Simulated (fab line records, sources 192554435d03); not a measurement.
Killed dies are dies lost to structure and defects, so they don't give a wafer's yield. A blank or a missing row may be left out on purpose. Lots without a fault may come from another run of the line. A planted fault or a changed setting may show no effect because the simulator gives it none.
fab line records | flow n5_finfet
record lots=10 wafers=30 last_day=17
route steps=1938 shown BEOL_M8@1395 BEOL_M9@1407 PASSIVATION@1936
lots that met no fault: from a run of the same line without faults
start_h: hours from the record's first day to the start of the lot's first wafer shown | wait_h: hours since the lot's step before | " the same as in the row above | L1.1+2: a row that stands for several wafers | - no value, or no start given | * or withheld: withheld | < > ~ a bound
route shown NAME@n: a module of which the file shows steps, and the number in the route of the first | usual: mean/standard deviation of fault-free wafers | same: alike in all rows | chamber/n: place in a boat | sites: the reading at each site | _std_site: their standard deviation | _edge_site: outer sites' mean less inner sites' | radius_mm: how far each site lies from the wafer's centre | mask NAME#n: copy n | behind: the tool/chamber that last shaped the wafer | hold: why the lot was held/for how many hours/how that ended | device: the transistor (n, p or np) that didn't switch | end of line: the same wafers' tests at the end of the route | a step without rows: its recipe alone | killed: dies lost to structure and defects at the first sort, not the wafer's yield | map: a wafer's dies, x killed, . not, _ none there
set.NAME: the setting as run; set.NAME@STEP: as run at that earlier step | model.NAME: the simulator's own value behind a step, which no gauge read
steps of the route over a sample of lots; a table a step, a row a wafer
services: from which hour (start_h, from the record's first day; less than 0 if before it) a tool's chamber was out of use, for how many hours, and why
## steps
# step N5_BEOL_M8_CMP_52
# recipe stop_on=SiCOH_lowk t_overpolish_s=6.9 down_force_psi=1 platen_rpm=50 clearing_platen_down_force_psi=1.5 clearing_platen_rpm=50 post_cmp_clean=cu_alkaline target_thk_nm=80 clearing_platen_pad_velocity_m_s=0.99484 pad_velocity_m_s=0.99484
# usual barrier_field_endpoint_s=28.8/0.59 motor_current_A=6.0/0.6 overpolish_run_s=6.900/0.0093 platen_rpm=49.99/0.032 time_to_endpoint_s=61.8/2.6
# same t_overpolish_s=6.9
# columns lot.wafer tool chamber start_h wait_h barrier_field_endpoint_s motor_current_A overpolish_run_s platen_rpm time_to_endpoint_s
L698.1 cmp-04 2 233.31 0.3 28.4 5.9 6.888 50.02 59.7
L698.3 " 3 " " 29.2 5.5 6.899 50.02 62.2
L698.5 " 3 " " 28.1 5.5 6.902 49.99 58.5
L702.3 cmp-01 0 257.94 0.2 30.1 5.8 6.909 49.99 60.0
L702.2 " 1 " " 29.0 5.8 6.884 50.00 58.6
L702.6 " 0 " " 29.2 5.6 6.898 49.93 61.8
L703.4 cmp-01 2 261.95 0.1 29.2 5.8 6.899 50.07 60.9
L703.3 " 1 " " 28.8 5.5 6.894 50.03 64.5
L703.5 " 3 " " 29.1 6.0 6.898 49.98 64.7
L704.4 cmp-04 3 264.48 0.2 29.0 5.3 6.888 50.04 57.2
L704.5 " 2 " " 29.4 6.4 6.901 50.01 58.0
L704.6 " 3 " " 28.4 5.6 6.878 49.96 55.8
L708.1 cmp-02 3 293.62 0.3 28.5 5.7 6.892 50.04 62.9
L708.4 " 0 " " 28.5 5.0 6.904 50.00 58.1
L708.5 " 1 " " 27.7 6.7 6.902 50.02 58.5
L709.3 cmp-01 3 295.00 0.2 28.4 5.7 6.898 49.98 64.3
L709.1 " 0 " " 28.4 5.7 6.906 50.05 62.3
L709.6 " 1 " " 29.0 5.8 6.897 50.01 62.1
L710.4 cmp-01 3 300.42 0.1 28.2 5.7 6.911 49.99 60.4
L710.3 " 2 " " 27.5 5.7 6.911 49.99 60.8
L710.6 " 3 " " 28.1 5.7 6.912 49.96 62.1
L713.3 cmp-02 1 335.18 0.2 29.5 6.6 6.913 49.97 62.3
L713.4 " 2 " " 28.6 5.8 6.891 49.96 62.1
L713.6 " 0 " " 29.9 5.1 6.894 49.95 66.7
L717.3 cmp-04 1 335.40 0.2 28.9 6.2 6.887 49.99 55.9
L717.2 " 2 " " 28.0 6.2 6.894 49.94 57.4
L717.6 " 1 " " 28.7 6.5 6.894 49.99 58.3
L716.4 cmp-02 0 349.39 0.2 29.1 5.0 6.904 49.94 65.9
L716.3 " 1 " " 28.6 6.4 6.911 49.91 60.6
L716.6 " 3 " " 29.7 6.2 6.903 49.98 65.0
# step N5_BEOL_M8_INSPECT_58
# recipe inspect_instrument=darkfield mode=post_dep
# usual raw_defect_count=76/23
# columns lot.wafer tool chamber start_h wait_h raw_defect_count
L698.1 defect_inspect-02 - 233.76 0.0 42
L698.3 " - " " 88
L698.5 " - " " 82
L702.2 defect_inspect-01 - 258.39 0.0 58
L702.3 " - " " 91
L702.6 " - " " 63
L703.3 defect_inspect-01 - 262.41 0.0 68
L703.4 " - " " 35
L703.5 " - " " 46
L704.4 defect_inspect-02 - 264.89 0.0 55
L704.5 " - " " 71
L704.6 " - " " 45
L708.1 defect_inspect-02 - 293.99 0.0 84
L708.4 " - " " 79
L708.5 " - " " 129
L709.1 defect_inspect-02 - 295.37 0.0 77
L709.3 " - " " 82
L709.6 " - " " 115
L710.3 defect_inspect-01 - 300.92 0.0 114
L710.4 " - " " 55
L710.6 " - " " 64
L713.3 defect_inspect-02 - 335.56 0.0 43
L713.4 " - " " 57
L713.6 " - " " 60
L717.2 defect_inspect-01 - 335.81 0.0 80
L717.3 " - " " 76
L717.6 " - " " 69
L716.3 defect_inspect-02 - 349.77 0.0 36
L716.4 " - " " 86
L716.6 " - " " 94
# step N5_BEOL_M9_COAT_60
# recipe resist=SiARC temp_c=220 time_s=60 spin_rpm=1500 resist_thk_nm=30
# usual spin_speed_rpm=1500.0/1.1
# columns lot.wafer tool chamber start_h wait_h spin_speed_rpm
L698.1 litho_track-05 0 235.66 - 1499.3
L698.3 " 0 " " 1501.2
L698.5 " 0 " " 1499.3
L702.2 litho_track-01 0 260.26 - 1498.2
L702.3 " 0 " " 1499.8
L702.6 " 0 " " 1500.1
L703.3 litho_track-05 0 265.60 - 1500.0
L703.4 " 0 " " 1499.1
L703.5 " 0 " " 1500.4
L704.4 litho_track-05 0 267.84 - 1497.6
L704.5 " 0 " " 1499.6
L704.6 " 0 " " 1500.8
L708.1 litho_track-05 0 295.08 - 1694.5
L708.4 " 0 " " 1691.7
L708.5 " 0 " " 1692.5
L709.1 litho_track-05 0 298.32 - 1692.5
L709.3 " 0 " " 1694.0
L709.6 " 0 " " 1694.1
L710.3 litho_track-03 0 302.16 - 1499.5
L710.4 " 0 " " 1500.1
L710.6 " 0 " " 1498.2
L713.3 litho_track-03 0 336.84 - 1499.8
L713.4 " 0 " " 1501.3
L713.6 " 0 " " 1501.5
L717.2 litho_track-03 0 337.05 - 1498.1
L717.3 " 0 " " 1501.3
L717.6 " 0 " " 1500.1
L716.3 litho_track-01 0 352.26 - 1501.2
L716.4 " 0 " " 1500.2
L716.6 " 0 " " 1499.1
# step N5_BEOL_M9_CD_MEAS_11
# recipe target_cd_nm=64.1 landing_energy_ev=500 detector=se_inlens polarity=opening
# usual cd_nm=64.3/0.45
# columns lot.wafer tool chamber start_h wait_h cd_nm
L698.1 cd_sem-01 0 235.90 - 64.8
L698.3 " 0 " " 65.0
L698.5 " 0 " " 64.2
L702.2 cd_sem-03 0 260.50 - 64.6
L702.3 " 0 " " 64.3
L702.6 " 0 " " 64.6
L703.3 cd_sem-01 0 266.33 - 64.2
L703.4 " 0 " " 63.9
L703.5 " 0 " " 63.9
L704.4 cd_sem-03 0 268.21 - 65.0
L704.5 " 0 " " 64.8
L704.6 " 0 " " 65.0
L708.1 cd_sem-01 0 295.44 - 64.6
L708.4 " 0 " " 64.5
L708.5 " 0 " " 65.0
L709.1 cd_sem-01 0 298.69 - 64.7
L709.3 " 0 " " 64.4
L709.6 " 0 " " 64.5
L710.3 cd_sem-02 0 302.53 - 64.9
L710.4 " 0 " " 64.1
L710.6 " 0 " " 64.7
L713.3 cd_sem-01 0 337.26 - 64.2
L713.4 " 0 " " 64.8
L713.6 " 0 " " 64.7
L717.2 cd_sem-03 0 337.42 - 65.2
L717.3 " 0 " " 64.3
L717.6 " 0 " " 64.1
L716.3 cd_sem-01 0 352.63 - 64.7
L716.4 " 0 " " 63.8
L716.6 " 0 " " 63.7
# step N5_BEOL_M9_ETCH_61
# recipe chemistry=CF4 target=SiARC target_depth_a=390 mask_material=CAR-ArF time_s=65 ion_energy_ev=80 pressure_mtorr=40 source_w=545 bias_w=36 Ar_flow_sccm=100 cf4_flow_sccm=100 ends=cleared
# usual drypump_motor_current_A=5.7/0.48 etch_rf_on_time_s=64.9/0.95 oes_product_au=0.68/0.076 rf_vpp_V=183.7/1.2 showerhead_plenum_p_Torr=2.11/0.061 throttle_valve_pct=15.50/0.17
# columns lot.wafer tool chamber start_h wait_h drypump_motor_current_A etch_rf_on_time_s oes_product_au rf_hours_counter_h rf_vpp_V showerhead_plenum_p_Torr throttle_valve_pct
L698.1 rie_diel-02 0 236.02 0.0 5.9 64.1 0.60 233 184.0 2.11 15.74
L698.3 " 3 " " 5.6 65.2 0.58 220 185.5 2.20 15.69
L698.5 " 3 " " 5.6 65.3 0.58 - 182.2 2.19 15.69
L702.2 rie_diel-02 1 260.63 0.0 6.1 65.0 0.78 25 183.6 2.10 15.43
L702.3 " 3 " " 5.5 65.6 0.58 227 185.4 2.19 15.69
L702.6 " 3 " " 5.5 65.6 0.58 - 184.2 2.19 15.70
L703.3 rie_diel-01 1 266.45 0.0 5.8 65.2 0.62 176 181.3 2.05 15.38
L703.4 " 2 " " 4.9 65.0 0.67 101 182.4 2.08 15.41
L703.5 " 2 " " 4.9 64.1 0.67 - 183.6 2.08 15.40
L704.4 rie_diel-06 2 268.33 0.0 5.6 66.2 0.58 247 183.7 2.10 15.48
L704.5 " 0 " " 5.8 62.9 0.77 - 182.6 2.09 15.33
L704.6 " 1 " " 6.6 65.5 0.72 - 184.1 2.25 15.55
L708.1 rie_diel-06 1 295.57 0.0 6.6 61.5 0.72 78 185.8 2.25 15.57
L708.4 " 3 " " 5.9 59.9 0.70 86 183.8 2.08 15.37
L708.5 " 0 " " 5.8 59.5 0.75 - 183.8 2.09 15.36
L709.1 rie_diel-01 3 299.04 0.0 4.7 61.3 0.67 130 183.2 2.06 15.46
L709.3 " 1 " " 5.8 61.3 0.62 190 184.0 2.04 15.42
L709.6 " 1 " " 5.7 61.5 0.61 - 181.8 2.04 15.40
L710.3 rie_diel-02 1 302.65 0.0 6.0 64.0 0.77 41 183.3 2.09 15.47
L710.4 " 2 " " 6.0 64.2 0.74 - 183.8 2.09 15.56
L710.6 " 1 " " 6.0 64.2 0.75 - 185.4 2.09 15.47
L713.3 rie_diel-01 1 337.50 0.0 5.8 65.2 0.61 202 180.8 2.04 15.43
L713.4 " 0 " " 5.8 65.8 0.60 201 186.4 2.21 15.89
L713.6 " 0 " " 5.8 65.5 0.60 - 184.2 2.21 15.87
L717.2 rie_diel-02 1 337.54 0.0 6.1 65.6 0.74 51 183.2 2.09 15.49
L717.3 " 2 " " 6.0 65.1 0.73 62 183.2 2.09 15.59
L717.6 " 0 " " 5.9 64.3 0.82 - 182.9 2.10 15.28
L716.3 rie_diel-06 2 352.75 0.0 5.6 64.5 0.80 8 185.0 2.10 15.01
L716.4 " 0 " " 5.8 63.6 0.74 67 183.5 2.08 15.38
L716.6 " 1 " " 6.6 65.4 0.70 - 186.5 2.24 15.61
# step N5_PASSIVATION_PROBE_49
# usual defect_limited_yield=91.3/1.4 killed_at_M0_to_M3=35/11 killed_at_M4_up=14/5.4 killed_at_contacts=12/6.2 killed_at_front_end=38/11 killed_at_other=4.1/2.8 killed_dies=103/17 killed_open=66/13 killed_short=34/8.2 sort_bin_5_function=5.1/0.89 sort_bin_6_memory=3.3/0.72 sort_bin_8_speed=0.00/0.0099 sort_n_pass=1077/17 sort_yield_pct=91.3/1.4
# same gross_dies=1180 killed_at_back_side=0 sort_bin_4_leakage[%]=0
# columns lot.wafer tool chamber start_h wait_h defect_limited_yield[%] killed_at_M0_to_M3 killed_at_M4_up killed_at_contacts killed_at_front_end killed_at_other killed_dies killed_open killed_short sort_bin_5_function[%] sort_bin_6_memory[%] sort_bin_8_speed[%] sort_n_pass sort_yield_pct[%]
L704.4 prober-02 - 334.24 0.2 92.1 22 11 11 33 16 93 49 42 4.8 2.5 0 1087 92.1
L704.5 prober-02 - 334.29 0.2 89.3 27 13 12 66 8 126 79 44 5.5 4.5 0 1054 89.3
L704.6 prober-02 - 334.34 0.3 91.9 25 9 20 40 1 95 55 38 4.3 3.4 0 1085 91.9
L708.1 prober-02 - 362.96 0.0 88.7 41 22 9 53 8 133 97 36 6.9 3.6 0 1047 88.7
L708.4 prober-02 - 363.11 0.2 91.4 31 10 15 41 4 101 70 30 5.8 2.5 0 1079 91.4
L708.5 prober-02 - 363.16 0.2 89.7 48 18 6 43 6 121 83 36 5.7 4.1 0 1059 89.7
L717.2 prober-02 - 409.01 0.1 91.2 40 16 7 39 2 104 56 48 5.2 3.6 0 1076 91.2
L717.3 prober-02 - 409.06 0.1 92.6 34 20 14 17 2 87 62 25 3.7 3.2 0 1093 92.6
L717.6 prober-02 - 409.21 0.3 92.9 25 13 7 35 4 84 52 32 4.8 1.9 0 1096 92.9
# killed by level:class
L704.4 FIN_SAQP:geometric_particle:short=16 MOL_CONTACT_COAG:geometric_particle:open=10 PASS1_DEP:geometric_particle:open=5 FIN_SAQP:geometric_particle:open=4 STI_FIN_REVEAL:geometric_particle:open=4 BEOL_M0:geometric_particle:short=3 BEOL_M0:geometric_particle:open=3 BEOL_M3:geometric_particle:open=3
L704.5 STI_FIN_REVEAL:geometric_particle:open=17 MOL_CONTACT_COAG:geometric_particle:open=10 FIN_SAQP:geometric_particle:short=9 BEOL_M1:geometric_particle:open=9 DUMMY_GATE:geometric_particle:open=9 GATE_CUT:geometric_particle:short=8 FIN_SAQP:geometric_particle:open=6 GATE_CUT:geometric_particle:open=5
L704.6 FIN_SAQP:geometric_particle:open=9 FIN_SAQP:geometric_particle:short=9 MOL_CONTACT_COAG:geometric_particle:open=9 MOL_CONTACT_COAG:geometric_particle:short=9 BEOL_M1:geometric_particle:open=8 STI_FIN_REVEAL:geometric_particle:open=6 BEOL_M0_SAQP:geometric_particle:short=6 BEOL_M1:geometric_particle:short=5
L708.1 FIN_SAQP:geometric_particle:open=14 BEOL_M4:geometric_particle:open=11 BEOL_M3:geometric_particle:open=10 BEOL_M1:geometric_particle:open=9 DUMMY_GATE:geometric_particle:open=8 MOL_CONTACT_COAG:geometric_particle:open=8 STI_FIN_REVEAL:geometric_particle:open=7 BEOL_M0_SAQP:geometric_particle:short=7
L708.4 MOL_CONTACT_COAG:geometric_particle:open=14 STI_FIN_REVEAL:geometric_particle:open=13 BEOL_M0_SAQP:geometric_particle:open=8 BEOL_M2:geometric_particle:open=8 FIN_SAQP:geometric_particle:short=6 BEOL_M0_SAQP:geometric_particle:short=6 BEOL_M4:geometric_particle:open=6 FIN_SAQP:geometric_particle:open=5
L708.5 BEOL_M0_SAQP:geometric_particle:short=12 BEOL_M0_SAQP:geometric_particle:open=12 STI_FIN_REVEAL:geometric_particle:open=8 BEOL_M2:geometric_particle:open=6 BEOL_M4:geometric_particle:open=6 FIN_SAQP:geometric_particle:open=5 DUMMY_GATE:geometric_particle:open=5 ILD0:geometric_particle:open=5
L717.2 BEOL_M0_SAQP:geometric_particle:short=15 FIN_SAQP:geometric_particle:short=9 FIN_SAQP:geometric_particle:open=7 BEOL_M0_SAQP:geometric_particle:open=7 ILD0:geometric_particle:short=6 MOL_CONTACT_COAG:geometric_particle:open=6 BEOL_M3:geometric_particle:open=6 STARTING-WAFER:geometric_particle:open=6
L717.3 MOL_CONTACT_COAG:geometric_particle:open=12 BEOL_M0_SAQP:geometric_particle:open=9 BEOL_M4:geometric_particle:open=9 BEOL_M2:geometric_particle:open=8 BEOL_M0_SAQP:geometric_particle:short=6 STI_FIN_REVEAL:geometric_particle:open=4 BEOL_M3:geometric_particle:open=4 STARTING-WAFER:geometric_particle:short=4
L717.6 STI_FIN_REVEAL:geometric_particle:open=7 BEOL_M4:geometric_particle:open=7 MOL_CONTACT_COAG:geometric_particle:open=6 STI_FIN_REVEAL:geometric_particle:short=5 GATE_CUT:geometric_particle:short=5 BEOL_M0_SAQP:geometric_particle:short=5 BEOL_M3:geometric_particle:open=5 BEOL_M0_SAQP:geometric_particle:open=4
## services
# columns tool chamber start_h hours kind
cmp-02 - 213.47 1.6 repair
rie_diel-02 - 215.56 14.6 pm
cmp-02 - 225.03 1.2 repair
rie_diel-01 - 231.04 0.4 repair
cmp-02 - 253.86 1.7 repair
cmp-02 - 263.48 4.0 pm
cmp-01 - 264.83 4.0 pm
cmp-01 - 268.83 - consumable_replace:conditioner
cmp-01 - 268.83 - consumable_replace:pad
rie_diel-06 - 276.05 14.6 pm
cmp-01 - 278.43 11.6 pm
rie_diel-02 - 279.98 0.2 repair
cmp-02 - 282.39 0.8 repair
rie_diel-02 0 283.46 - clean
rie_diel-02 0 283.46 - consumable_replace:focus_ring
rie_diel-02 0 283.46 27.3 scheduled_down
rie_diel-02 0 283.46 27.3 vent_cycle
cmp-04 - 299.89 2.2 repair
rie_diel-06 2 307.59 1.2 repair
rie_diel-02 0 316.35 5.3 repair
cmp-01 - 333.78 6.5 pm
rie_diel-06 2 335.32 3.3 repair
cmp-04 - 341.87 7.1 pm
cmp-04 - 349.96 3.6 repair
## key
first_sign step=N5_BEOL_M9_COAT_60 reading=spin_speed_rpm direction=up sigmas=99+ usual=* struck=*
effect step=N5_BEOL_M9_ETCH_61 reading=etch_rf_on_time_s direction=down sigmas=4.2 usual=* struck=*
met_at N5_BEOL_M9_COAT_60
struck_lots L708,L709
not_acting_at N5_BEOL_M8_CMP_52,N5_BEOL_M8_INSPECT_58,N5_BEOL_M9_CD_MEAS_11
onset_between 267.84 295.08
fault kind=process_parameter_drift tool=litho_track-05 chamber=- onset_h=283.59 steps=N5_BEOL_M9_COAT_60 channel=spin_rpm offset=* shape=step end_h=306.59 acts_in=* stated=*
